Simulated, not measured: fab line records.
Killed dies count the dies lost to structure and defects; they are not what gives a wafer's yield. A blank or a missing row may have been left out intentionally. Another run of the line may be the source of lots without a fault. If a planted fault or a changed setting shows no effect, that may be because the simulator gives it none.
fab line records	flow nand_harc
record: lots: 7	wafers: 21	last_day: 33
route steps=1302 shown A_M1@1181
lots that met no fault: taken from a fault-free run of the same line
start_h: hours from the record's opening day to when the first of the lot's shown wafers began	wait_h: hours since the lot's step before	" same as the row above	L1.1+2: a row that stands for several wafers	- no value, or no start was given	* or withheld: withheld	< > ~ a bound
route shown NAME@n: NAME is a module with steps in the file, n the number in the route of the first one	usual: the fault-free wafers' mean and standard deviation	same: alike in all rows	chamber/n: place in a boat	sites: each site's reading	_std_site: how widely they spread, as a standard deviation	_edge_site: the outer-site mean with the inner-site mean subtracted	radius_mm: for every site, how far away it sits from the centre of the wafer	mask NAME#n: copy n	behind: the last tool/chamber to shape the wafer	hold: reason for holding the lot/hours on hold/outcome of the hold	device: the n, p or np transistor that did not switch	end of line: at the end of the route, the tests of the same wafers	for a step that has no rows: nothing shown but its recipe	killed: not the wafer's yield, but the dies lost to structure and defects at the first sort	map: a wafer's dies, x killed, . not, _ none there
set.NAME: the setting the step ran with; set.NAME@STEP: the setting that earlier step ran with	model.NAME: the simulator's own value behind a step, which no gauge read
lots at some steps of the route; a table a step, a row a wafer
services: when a tool's chamber went out of use (start_h, in hours from the record's first day, below 0 if earlier), for how many hours, and the reason
== steps ==
step: NHARC_A_M1_INSPECT_11
usual: raw_defect_count: 81/38
lot.wafer	tool	chamber	start_h	wait_h	raw_defect_count
L294.1	defect_inspect-02	-	541.65	0.0	57
L294.2	"	-	"	"	58
L294.3	"	-	"	"	53
L307.1	defect_inspect-02	-	659.51	0.0	27
L307.2	"	-	"	"	19
L307.3	"	-	"	"	20
L311.3	defect_inspect-01	-	694.52	0.0	112
L311.4	"	-	"	"	123
L311.5	"	-	"	"	129
L308.1	defect_inspect-01	-	694.70	0.0	51
L308.3	"	-	"	"	45
L308.6	"	-	"	"	56
L309.1	defect_inspect-01	-	696.46	0.0	25
L309.3	"	-	"	"	39
L309.5	"	-	"	"	31
L314.3	defect_inspect-01	-	717.90	0.0	63
L314.4	"	-	"	"	56
L314.5	"	-	"	"	71
L317.1	defect_inspect-01	-	757.60	0.0	99
L317.2	"	-	"	"	118
L317.5	"	-	"	"	115
step: NHARC_A_M1_DESCUM_14
recipe: time_s: 3	o2_flow_sccm: 200	ar_flow_sccm: 0	bias_power_w: 0	chemistry: O2
step: NHARC_A_M1_ETCH_35
recipe: target_depth_a: 400	overetch_a: 120	time_s: 43.94	ion_energy_ev: 200	n2_flow_sccm: 150	h2_flow_sccm: 150	ar_flow_sccm: 0	rf_w: 400	bias_w: 150	chemistry: N2/H2
usual: drypump_motor_current_A: 5.6/0.43	oes_product_au: 1.004/0.011	rf_vpp_V: 429.3/2.7	showerhead_plenum_p_Torr: 2.00/0.094	throttle_valve_pct: 14.172/0.0096
same: time_s: 43.94
lot.wafer	tool	chamber	start_h	wait_h	drypump_motor_current_A	oes_product_au	rf_hours_counter_h	rf_vpp_V	showerhead_plenum_p_Torr	throttle_valve_pct
L294.3	rie_diel-10	3	541.80	0.1	5.0	1.010	4.5	429.2	1.91	14.161
L294.1	"	0	"	"	5.6	1.005	4.4	435.4	2.19	14.172
L294.2	"	2	"	"	5.3	0.994	2.9	428.3	1.95	14.168
L307.2	rie_diel-10	3	659.65	0.1	5.0	0.999	0.8	425.9	1.91	14.161
L307.3	"	0	"	"	5.6	1.018	1.0	433.6	2.19	14.176
L307.1	"	2	"	"	5.3	0.994	1.0	427.9	1.95	14.152
L311.3	rie_diel-10	2	694.67	0.1	5.3	0.996	1.6	428.5	1.95	14.177
L311.4	"	3	"	"	5.0	1.001	1.6	427.3	1.91	14.164
L311.5	"	0	"	"	5.6	1.018	-	434.4	2.19	14.166
L308.3	rie_diel-04	3	694.85	0.1	6.5	1.002	8.9	428.5	1.99	14.164
L308.1	"	1	"	"	6.1	0.999	8.3	426.3	1.89	14.180
L308.6	"	3	"	"	6.5	1.008	-	428.7	1.99	14.168
L309.1	rie_diel-04	2	696.61	0.1	6.2	1.000	8.5	427.6	1.94	14.148
L309.3	"	1	"	"	6.1	1.003	8.3	426.8	1.89	14.170
L309.5	"	3	"	"	6.5	1.011	-	429.5	1.99	14.178
L314.4	rie_diel-10	0	718.04	0.1	5.6	1.019	2.3	434.7	2.19	14.183
L314.3	"	3	"	"	5.0	1.006	1.9	427.2	1.91	14.169
L314.5	"	1	"	"	5.5	1.025	-	429.2	1.99	14.173
L317.2	rie_diel-10	2	757.74	0.1	5.3	0.988	3.8	427.8	1.95	14.173
L317.1	"	1	"	"	5.5	1.001	4.0	430.7	1.99	14.162
L317.5	"	3	"	"	5.0	1.001	-	425.5	1.91	14.173
step: NHARC_A_M1_ETCH_15
recipe: target_depth_a: 1825	time_s: 91.2	c4f8_flow_sccm: withheld	ar_flow_sccm: 400	rf_w: 600	bias_w: 300	chemistry: C4F8/Ar
step: NHARC_A_M1_CD_MEAS_16
usual: cd_nm: 120.4/0.9
lot.wafer	tool	chamber	start_h	wait_h	cd_nm
L294.1	cd_sem-02	-	542.02	-	119.8
L294.2	"	-	"	"	122.1
L294.3	"	-	"	"	120.5
L307.1	cd_sem-03	-	659.87	-	121.4
L307.2	"	-	"	"	120.9
L307.3	"	-	"	"	119.9
L311.3	cd_sem-03	-	694.89	-	119.9
L311.4	"	-	"	"	119.2
L311.5	"	-	"	"	120.3
L308.1	cd_sem-01	-	695.07	-	121.9
L308.3	"	-	"	"	118.8
L308.6	"	-	"	"	120.2
L309.1	cd_sem-01	-	696.83	-	121.3
L309.3	"	-	"	"	121.2
L309.5	"	-	"	"	120.6
L314.3	cd_sem-02	-	718.27	-	120.0
L314.4	"	-	"	"	121.7
L314.5	"	-	"	"	121.5
L317.1	cd_sem-01	-	757.96	-	120.3
L317.2	"	-	"	"	120.3
L317.5	"	-	"	"	121.0
step: NHARC_A_M1_STRIP_18
recipe: power_w: 1000	n2_flow_sccm: 150	h2_flow_sccm: 150	ar_flow_sccm: 0	bias_w: 0	chemistry: N2/H2
usual: drypump_motor_current_A: 5.7/0.41	oes_product_au: 0.999/0.0093	rf_vpp_V: 90.3/0.96	showerhead_plenum_p_Torr: 1.97/0.062	throttle_valve_pct: 14.172/0.0091
lot.wafer	tool	chamber	start_h	wait_h	drypump_motor_current_A	oes_product_au	rf_hours_counter_h	rf_vpp_V	showerhead_plenum_p_Torr	throttle_valve_pct
L294.1	rie_diel-04	1	542.09	0.1	6.1	0.988	0.1	91.6	1.89	14.164
L294.3	"	3	"	"	6.5	0.995	0.1	91.0	1.99	14.156
L294.2	"	0	"	"	5.7	0.991	0.1	90.3	2.06	14.187
L307.1	rie_diel-04	1	659.97	0.1	6.1	1.001	6.8	90.0	1.89	14.171
L307.2	"	2	"	"	6.2	1.007	7.0	89.4	1.94	14.173
L307.3	"	3	"	"	6.5	1.009	7.5	91.2	1.99	14.185
L311.3	rie_diel-07	0	694.96	0.1	5.7	0.999	2.7	89.0	1.95	14.171
L311.4	"	1	"	"	5.1	0.997	2.1	89.2	2.03	14.164
L311.5	"	1	"	"	5.1	0.997	-	90.6	2.03	14.178
L308.3	rie_diel-10	1	695.14	0.1	5.5	1.006	2.0	89.9	1.99	14.167
L308.1	"	3	"	"	5.0	1.000	1.7	89.9	1.91	14.169
L308.6	"	1	"	"	5.5	1.019	-	91.5	2.00	14.172
L309.3	rie_diel-07	0	696.93	0.1	5.6	1.003	2.8	90.0	1.95	14.176
L309.1	"	2	"	"	5.4	1.008	2.3	89.8	1.91	14.174
L309.5	"	0	"	"	5.6	1.006	-	88.8	1.95	14.171
L314.3	rie_diel-04	1	718.36	0.1	6.1	0.983	0.0	89.7	1.89	14.187
L314.4	"	3	"	"	6.5	0.996	0.0	91.3	1.99	14.184
L314.5	"	0	"	"	5.7	1.012	-	90.4	2.05	14.164
L317.1	rie_diel-07	1	758.09	0.1	5.0	0.989	6.0	89.6	2.03	14.165
L317.2	"	2	"	"	5.3	0.987	5.3	89.7	1.91	14.177
L317.5	"	3	"	"	5.7	0.997	-	90.2	1.94	14.185
step: NHARC_A_M1_ETCH_28
recipe: target_depth_a: 300	over_etch_frac: 0.3	time_s: 72.99	ion_energy_ev: 150	cf4_flow_sccm: 50	n2_flow_sccm: 100	ar_flow_sccm: 150	rf_w: 300	bias_w: 100	chemistry: CF4/N2
step: NHARC_A_M1_STRIP_19
recipe: time_s: 600	temp_c: 30	chemistry: post_etch_residue_remover
step: NHARC_A_M1_DEGAS_29
recipe: temp_c: 250	time_s: 60
step: NHARC_A_M1_PRE_CLEAN_30
recipe: time_s: 30	temp_c: 280	gas: H2/He
usual: heater_power_w: 398/47
same: time_s: 30
lot.wafer	tool	chamber	start_h	wait_h	heater_power_w
L294.1	pvd_sputter-02	-	-	-	297
L294.2	"	-	"	"	443
L294.3	"	-	"	"	458
L307.1	pvd_sputter-01	-	-	-	360
L307.3	"	-	"	"	362
L307.2	"	-	"	"	441
L311.3	pvd_sputter-01	-	-	-	360
L311.4	"	-	"	"	409
L311.5	"	-	"	"	360
L308.3	pvd_sputter-02	-	-	-	289
L308.1	"	-	"	"	444
L308.6	"	-	"	"	345
L309.3	pvd_sputter-03	-	-	-	333
L309.1	"	-	"	"	413
L309.5	"	-	"	"	452
L314.3	pvd_sputter-01	-	-	-	360
L314.4	"	-	"	"	366
L314.5	"	-	"	"	412
L317.2	pvd_sputter-03	-	-	-	339
L317.1	"	-	"	"	414
L317.5	"	-	"	"	331
step: NHARC_A_M1_PVD_20
recipe: target_thk_a: 50	bias_v: 168.6	power_w: 15000	chamber_pressure_pa: 0.12	time_s: 8.06	substrate_temp_c: 50	material: TaN
usual: throttle_valve_pct: 30.3/1.1
same: time_s: 8.06
lot.wafer	tool	chamber	start_h	wait_h	throttle_valve_pct
L294.2	pvd_sputter-02	-	-	-	30.7
L294.1	"	-	"	"	32.2
L294.3	"	-	"	"	29.8
L307.2	pvd_sputter-01	-	-	-	31.8
L307.3	"	-	"	"	30.7
L307.1	"	-	"	"	28.8
L311.4	pvd_sputter-01	-	-	-	28.8
L311.3	"	-	"	"	31.5
L311.5	"	-	"	"	28.8
L308.1	pvd_sputter-02	-	-	-	31.6
L308.3	"	-	"	"	29.8
L308.6	"	-	"	"	29.6
L309.1	pvd_sputter-03	-	-	-	29.6
L309.3	"	-	"	"	29.9
L309.5	"	-	"	"	29.1
L314.4	pvd_sputter-01	-	-	-	30.7
L314.3	"	-	"	"	28.8
L314.5	"	-	"	"	30.6
L317.1	pvd_sputter-03	-	-	-	29.9
L317.2	"	-	"	"	29.8
L317.5	"	-	"	"	29.1
step: NHARC_A_M1_PVD_21
recipe: target_thk_a: 300	chamber_pressure_pa: 5	power_w: 5000	substrate_temp_c: 30	time_s: 20.49	material: Cu
step: NHARC_A_M1_ECD_22
recipe: target_thk_a: 4000	bath_temp_c: 25	material: Cu
usual: bath_heat_duty_pct: 6.2/0.94	bath_temp_c: 24.99/0.099
lot.wafer	tool	chamber	start_h	wait_h	bath_heat_duty_pct	bath_temp_c
L294.1	ecd_cu-01	1	543.11	-	6.3	25.24
L294.2	"	0	"	"	5.0	25.03
L294.3	"	1	"	"	5.6	25.03
L307.1	ecd_cu-01	1	660.94	-	-	-
L307.2	"	0	"	"	-	-
L307.3	"	1	"	"	-	-
L311.3	ecd_cu-01	0	696.30	-	5.3	24.97
L311.4	"	1	"	"	6.5	25.04
L311.5	"	0	"	"	6.4	25.06
L308.1	ecd_cu-02	0	696.31	-	-	-
L308.3	"	0	"	"	-	-
L308.6	"	0	"	"	-	-
L309.1	ecd_cu-01	0	697.90	-	-	-
L309.3	"	1	"	"	-	-
L309.5	"	1	"	"	-	-
L314.3	ecd_cu-01	0	719.43	-	5.2	24.98
L314.4	"	1	"	"	6.4	25.02
L314.5	"	0	"	"	5.0	24.98
L317.2	ecd_cu-02	0	759.05	-	7.4	25.06
L317.1	"	1	"	"	7.7	25.03
L317.5	"	0	"	"	7.2	25.04
step: NHARC_A_M1_ANNEAL_31
recipe: temp_c: 225	time_s: 90
usual: wafer_temp_C_max: 226.4/0.34
same: time_s: 90
lot.wafer	tool	chamber	start_h	wait_h	wafer_temp_C_max
L294.1	rtp_anneal-02	0	543.52	0.4	225.9
L294.2	"	0	"	"	226.5
L294.3	"	0	"	"	226.0
L307.1	rtp_anneal-01	0	661.32	0.3	225.9
L307.2	"	0	"	"	225.8
L307.3	"	0	"	"	226.1
L308.1	rtp_anneal-01	0	696.66	0.3	226.0
L308.3	"	0	"	"	226.1
L308.6	"	0	"	"	225.9
L311.3	rtp_anneal-02	0	696.68	0.3	226.4
L311.4	"	0	"	"	226.7
L311.5	"	0	"	"	226.7
L309.1	rtp_anneal-02	0	698.28	0.3	226.8
L309.3	"	0	"	"	226.6
L309.5	"	0	"	"	226.5
L314.3	rtp_anneal-02	0	719.81	-	226.0
L314.4	"	0	"	"	226.3
L314.5	"	0	"	"	226.0
L317.1	rtp_anneal-01	0	759.43	0.3	226.0
L317.2	"	0	"	"	226.2
L317.5	"	0	"	"	226.0
step: NHARC_A_M1_CMP_23
recipe: t_overpolish_s: 20	target_thk_nm: 154.34
usual: motor_current_A: 12.5/1.7	slurry_filter_dp_kPa: 13.49/0.15	time_to_endpoint_s: 27.7/2.1
lot.wafer	tool	chamber	start_h	wait_h	motor_current_A	slurry_filter_dp_kPa	time_to_endpoint_s
L294.3	cmp-03	1	543.90	-	11.2	13.44	24.2
L294.1	"	2	"	"	11.8	13.55	25.2
L294.2	"	3	"	"	11.4	13.82	28.0
L307.2	cmp-03	1	661.66	-	11.3	13.20	1.3
L307.3	"	2	"	"	12.0	13.44	2.1
L307.1	"	0	"	"	16.0	13.57	2.4
L311.3	cmp-03	2	696.92	-	11.2	13.40	29.7
L311.4	"	1	"	"	10.9	13.37	27.2
L311.5	"	2	"	"	10.9	13.45	28.3
L308.3	cmp-04	0	697.01	-	12.2	13.34	2.5
L308.1	"	2	"	"	13.7	13.42	4.5
L308.6	"	0	"	"	11.8	13.56	3.3
L309.1	cmp-04	0	698.70	-	12.0	13.52	0.0
L309.3	"	1	"	"	13.7	13.50	2.2
L309.5	"	3	"	"	10.5	13.27	0.2
L314.4	cmp-03	1	720.08	-	10.8	13.36	23.7
L314.3	"	3	"	"	11.6	13.68	27.7
L314.5	"	0	"	"	17.1	13.63	30.8
L317.1	cmp-04	3	759.80	-	10.6	13.49	30.8
L317.2	"	1	"	"	14.1	13.61	32.9
L317.5	"	3	"	"	11.2	13.26	29.3
step: NHARC_A_M1_THK_MEAS_24
recipe: thk_meas_gauge: xrf
usual: thk_nm: 154.2/1.5
lot.wafer	tool	chamber	start_h	wait_h	thk_nm
L294.1	film_metro-02	-	544.19	-	154.6
L294.2	"	-	"	"	153.2
L294.3	"	-	"	"	153.3
L307.1	film_metro-01	-	661.98	-	30.8
L307.2	"	-	"	"	30.2
L307.3	"	-	"	"	31.8
L311.3	film_metro-02	-	697.24	-	155.1
L311.4	"	-	"	"	154.1
L311.5	"	-	"	"	153.6
L308.1	film_metro-01	-	697.33	-	31.0
L308.3	"	-	"	"	29.5
L308.6	"	-	"	"	32.3
L309.1	film_metro-02	-	698.96	-	29.4
L309.3	"	-	"	"	29.1
L309.5	"	-	"	"	30.4
L314.3	film_metro-02	-	720.37	-	153.9
L314.4	"	-	"	"	152.6
L314.5	"	-	"	"	156.4
L317.1	film_metro-02	-	760.09	-	154.8
L317.2	"	-	"	"	155.2
L317.5	"	-	"	"	154.7
step: NHARC_A_M1_SRD_25
== services ==
tool	chamber	start_h	hours	kind
rie_diel-10	2	519.01	21.2	repair
pvd_sputter-03	-	526.00	10.0	pm
rie_diel-04	-	531.90	9.0	pm
pvd_sputter-03	-	551.05	10.1	repair
cmp-03	-	554.78	4.0	pm
pvd_sputter-02	-	586.16	43.5	repair
rie_diel-10	-	591.00	2.5	repair
rie_diel-10	-	596.50	9.0	pm
pvd_sputter-01	-	606.38	10.0	pm
ecd_cu-01	-	632.38	2.7	repair
pvd_sputter-02	-	642.42	10.0	pm
cmp-03	-	652.78	4.0	pm
ecd_cu-01	-	688.20	8.0	pm
pvd_sputter-03	-	689.47	3.3	repair
pvd_sputter-01	-	689.86	4.0	repair
pvd_sputter-03	-	704.00	10.0	pm
rie_diel-04	-	709.09	9.0	pm
pvd_sputter-02	-	718.68	56.1	repair
rie_diel-04	0	724.33	4.8	repair
ecd_cu-01	-	733.07	1.3	repair
rtp_anneal-02	-	744.00	12.0	pm
rie_diel-04	0	746.00	5.5	repair
ecd_cu-01	-	749.37	2.9	repair
cmp-03	-	750.86	4.0	pm
== key ==
first_sign: step: NHARC_A_M1_ECD_22	reading: tool_record	direction: missing
effect: step: NHARC_A_M1_CMP_23	reading: time_to_endpoint_s	direction: down	sigmas: 12	usual: *	struck: *
effect: step: NHARC_A_M1_THK_MEAS_24	reading: thk_nm	direction: down	sigmas: 84	usual: 154.2	struck: 30.5
met_at NHARC_A_M1_ECD_22
struck_wafers L307.1,L307.2,L307.3,L308.1,L308.3,L308.6,L309.1,L309.3,L309.5
later_rows_left_out L307.1,L307.2,L307.3,L308.1,L308.3,L308.6,L309.1,L309.3,L309.5
sort_left_out L307.1,L307.2,L307.3,L308.1,L308.3,L308.6,L309.1,L309.3,L309.5
onset_between 543.11 660.94
fault: kind: skipped_step_whole	tool: ecd_cu-01,ecd_cu-02	chamber: -	onset_h: 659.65	steps: NHARC_A_M1_ECD_22	scope: struck_lots_only
sort_left_out: the simulated sort isn't trusted on such a fault, so these wafers' sort isn't shown, and their yield isn't known
later_rows_left_out: the simulator's readings of these wafers behind a module that went badly wrong aren't trusted and aren't shown, but for the sort
